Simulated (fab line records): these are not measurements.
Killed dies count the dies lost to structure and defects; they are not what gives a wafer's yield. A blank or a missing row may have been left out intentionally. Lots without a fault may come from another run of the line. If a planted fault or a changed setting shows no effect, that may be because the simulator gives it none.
What tool caused it? -- flow nandHarc -- 6 lots, 18 wafers sampled, at 1 step of a route of 1159

== WHAT THE GAUGES READ, wafer by wafer ==
NHARC_A_SLIT_CD_MEAS_09 targets a cd of 300 nm.
lot,measured,on,cdNm (nm)
L226,day 15 00:05,cdSem-01,299.8 299.4 299.7
L223,day 15 00:24,cdSem-03,300.6 300.7 300.5
L230,day 16 01:22,cdSem-01,299.7 299.7 299.4
L237,day 17 13:01,cdSem-03,300.1 299.7 299.9
L244,day 19 03:16,cdSem-02,300.4 300.2 300.0
L242,day 19 10:10,cdSem-02,300.1 300.1 299.7

== TOOL THAT RAN EACH LOT (tool first, then ch and the chambers of the sampled wafers, then the start) ==
Before these readings, the record contains no process step.

== THE ANSWER, worked out from the rows above alone ==
Rule: the lots themselves supply what counts as usual. Put in order of their means at a reading, lots are off if they are a third of the lots or fewer, leave a main group of 4 or more, and stand apart from it by a gap of 3 or more times the standard deviation of the main group's means; of several such gaps the widest counts. A main group is skipped when, at the precision printed for the reading in the tables above, its means are all equal. A lot without any number at a reading at which 4 lots or more have one is off too. Any other lot the step has rows for is counted as sound.
Nothing can be told from this: no lot is off at any reading shown.

== WHAT THE SIMULATOR HAD PUT IN ==
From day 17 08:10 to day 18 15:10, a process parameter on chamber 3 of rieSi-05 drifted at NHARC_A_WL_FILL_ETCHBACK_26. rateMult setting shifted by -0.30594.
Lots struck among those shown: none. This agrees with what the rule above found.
